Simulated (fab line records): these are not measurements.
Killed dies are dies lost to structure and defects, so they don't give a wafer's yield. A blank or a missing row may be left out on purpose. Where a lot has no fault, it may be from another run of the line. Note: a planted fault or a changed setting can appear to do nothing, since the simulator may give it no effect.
A lot that was struck, set against a sound lot / flow n5Finfet / 15 out of 1938 route steps
Sound: wafers L971.2, L971.5, L971.6. Struck: wafers L959.2, L959.3, L959.4. At the end, the cause is stated.
Per side, at each step with rows, come the tool, then ch with its chambers, and then its first start. Under that, the readings that differ: sound wafers / struck wafers / difference of the means / sigmas: that difference in standard deviations of wafers without a fault.
alike: same words and numbers on both sides, and readings whose means sit less than 2 such deviations apart. not compared: any withheld reading, any reading some wafer has no value for, any bound like >300 that may hide the same value, and any number with overlapping values for which the record gives no deviation.
A row with sigmas, a row that says differs or no value, or rows on one side alone: a step with any of these is where the two part. When numbers do not overlap yet have no deviation, they are printed without sigmas and do not part them. A reading missing from all wafers of one side parts the sides only when that side holds two or more wafers.

N5_MOL_CONTACT_COAG_ETCH_48: etches SiOC in C4F6/O2, target depth 15 nm, overetch 4.5 nm, time 17 s.
  sound on rieDiel-06 ch 1,2, day 10 15:32; struck on rieDiel-06 ch 0,1,3, day 7 13:43
  alike: C4F6_flow_sccm, drypumpMotorCurrentA, oesProductAu, rfVppV, showerheadPlenumPTorr, throttleValvePct
  not compared: rfHoursCounterH
N5_MOL_CONTACT_COAG_STRIP_72: strips in N2/H2.
  sound on rieDiel-06 ch 1,2, day 10 15:35; struck on rieDiel-06 ch 0,1,3, day 7 13:46
  alike: drypumpMotorCurrentA, oesProductAu, rfVppV, showerheadPlenumPTorr, throttleValvePct
  not compared: rfHoursCounterH
N5_MOL_CONTACT_COAG_STRIP_49: strips in N2/H2, time 30 s.
  sound on plasmaAsher-02 ch 0,1, day 10 15:40; struck on plasmaAsher-02 ch 0,1, day 7 13:51
  alike: drypumpMotorCurrentA, heaterPowerW
  not compared: rfHoursCounterH
then, 2 steps without rows for these wafers: N5_MOL_CONTACT_COAG_PRECLEAN_138 (cleans in alkaline clean, time 60 s); N5_MOL_CONTACT_COAG_SRD_139 (time 30 s).
N5_MOL_CONTACT_COAG_CD_MEAS_101: the cd target is 16 nm.
  struck on cdSem-03, day 7 14:00; sound on cdSem-02, day 10 15:49
  alike: cdNm
then, 1 step without rows for these wafers: N5_MOL_CONTACT_COAG_PRE_CLEAN_121.
N5_MOL_CONTACT_COAG_CVD_140: deposits W, target thk 66.5 nm, time 215 s.
  sound on cvdW-01 ch 0,1, day 10 15:57; struck on cvdW-01 ch 0,1, day 7 14:08
  alike: heaterPowerW
then, 2 steps without rows for these wafers: N5_MOL_CONTACT_COAG_PRECLEAN_127 (cleans in DIW, time 57.5 s); N5_MOL_CONTACT_COAG_SRD_128 (dry time 32 s).
N5_MOL_CONTACT_COAG_CMP_52: polishes, stops on SiO2, t overpolish 1.5 s, target thk 66.5 nm.
  sound on cmp-02 ch 1,2,3, day 10 16:30; struck on cmp-03 ch 0,1,3, day 7 14:27
reading=timeToEndpointS (s); sound=14.8 18.4 15.1; struck=13.5 10.8 8.0; difference=-5.3; sigmas=-3
  alike: motorCurrentA, overpolishRunS
N5_MOL_CONTACT_COAG_THK_MEAS_53:
  struck on filmMetro-02, day 7 14:45; sound on filmMetro-01, day 10 16:43
  alike: VIA_MOL_THK
N5_MOL_CONTACT_COAG_ANNEAL_112: time 1800 s.
  sound on hpAnneal-01 ch 0, day 10 16:44; struck on hpAnneal-01 ch 0, day 7 17:35
reading=spikeTcBottomC (C); sound=425.2 424.6 423.4; struck=413.0 411.2 411.9; difference=-12.4; sigmas=-11
reading=spikeTcCentreC (C); sound=402.2 399.5 400.7; struck=389.4 387.6 390.6; difference=-11.6; sigmas=-12
reading=spikeTcLowerC (C); sound=399.2 401.0 398.5; struck=388.9 386.6 387.9; difference=-11.8; sigmas=-13
reading=spikeTcTopC (C); sound=427.7 426.3 426.2; struck=414.9 414.4 414.7; difference=-12.1; sigmas=-12
reading=spikeTcUpperC (C); sound=400.3 398.4 397.4; struck=388.9 388.7 388.1; difference=-10.1; sigmas=-11
reading=wafer_temp_C_max; sound=401.9 401.7 402.0; struck=390.5 390.8 391.1; difference=-11.1; sigmas=-25
reading=zonePowerBottomPct (%); sound=14.89 14.69 14.98; struck=14.26 14.32 14.41; difference=-0.52; sigmas=-3
reading=zonePowerCentrePct (%); sound=8.99 8.94 8.96; struck=8.63 8.76 8.76; difference=-0.25; sigmas=-3
reading=zonePowerLowerPct (%); sound=8.34 8.23 8.29; struck=7.95 7.93 7.92; difference=-0.35; sigmas=-4
reading=zonePowerTopPct (%); sound=20.51 20.78 20.84; struck=19.78 19.86 19.60; difference=-0.96; sigmas=-5
reading=zonePowerUpperPct (%); sound=9.77 9.84 9.94; struck=9.55 9.42 9.53; difference=-0.35; sigmas=-4
N5_MOL_CONTACT_COAG_INSPECT_97: inspects for defects (darkfield).
  struck on defectInspect-02, day 7 20:38; sound on defectInspect-01, day 10 19:47
  alike: rawDefectCount
-- here the record skips 4 days between the struck wafers' starts before and after, leaving off in module MOL_CONTACT_COAG and picking up in module BEOL_M4 (first step shown: number 1111 of the route) --
N5_BEOL_M4_RC_MEAS_101:
  sound on prober-01 ch 0, day 15 06:55; struck on prober-02 ch 0, day 11 12:54
reading=VT_P (mV); sound=-252 -250 -250; struck=-260 -260 -256; difference=-8; sigmas=-2
  alike: DIBL_N, DIBL_P, IOFF_N, IOFF_P, ION_N, ION_P, SS_N, SS_P, VT_N

## WHERE THEY PART
At N5_MOL_CONTACT_COAG_CMP_52 first; at N5_BEOL_M4_RC_MEAS_101 last (within this record only).

WHY: the cause the simulator had injected
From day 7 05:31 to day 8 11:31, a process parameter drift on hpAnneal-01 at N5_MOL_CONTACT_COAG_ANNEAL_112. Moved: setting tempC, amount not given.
